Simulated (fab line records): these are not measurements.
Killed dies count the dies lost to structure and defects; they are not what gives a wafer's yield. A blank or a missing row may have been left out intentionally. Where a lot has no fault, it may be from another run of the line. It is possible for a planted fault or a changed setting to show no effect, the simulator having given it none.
Matching of chambers ; flow n5-finfet ; N5_PASSIVATION_PECVD_00 on pecvd-04 has 3 sister chambers
The step deposits SiO2 from SiH4/N2O, target thk 200 nm, time 11.2 s. 3 wafers are shown with their chamber, then 7 later ones without.

== WAFERS, EACH WITH ITS CHAMBER ==
wafer;chamber;throttle-valve-pct (%)
L434.4;0;51.7
L439.1;1;55.2
L439.2;2;48.4

== WAFERS WHOSE CHAMBER IS MISSING ==
wafer;throttle-valve-pct (%)
L439.3;51.5
L443.2;48.3
L443.3;51.4
L443.5;55.5
L442.1;55.7
L442.2;51.8
L442.6;48.9

== EACH ONE'S CHAMBER ==
wafer;from the rows above;in truth
L439.3;0;0
L443.2;2;2
L443.3;0;0
L443.5;1;1
L442.1;1;1
L442.2;0;0
L442.6;2;2
Placed correctly: 7 of 7. Number that these rows cannot place: 0. Wrongly placed: 0.
How it was worked out, from the rows above alone: a wafer's distance from a chamber is the root of the sum, over the readings, of the square of ((its reading less the chamber's mean) divided by the reading's scatter). If the next closest chamber is less than 2 further off than the closest, the wafer can't be placed; otherwise it belongs to the closest. The mean given for a chamber averages the wafers shown for that chamber. The scatter: with one shown wafer a chamber, the root of the mean of the squares of how far each hidden wafer lies from its nearest shown one.
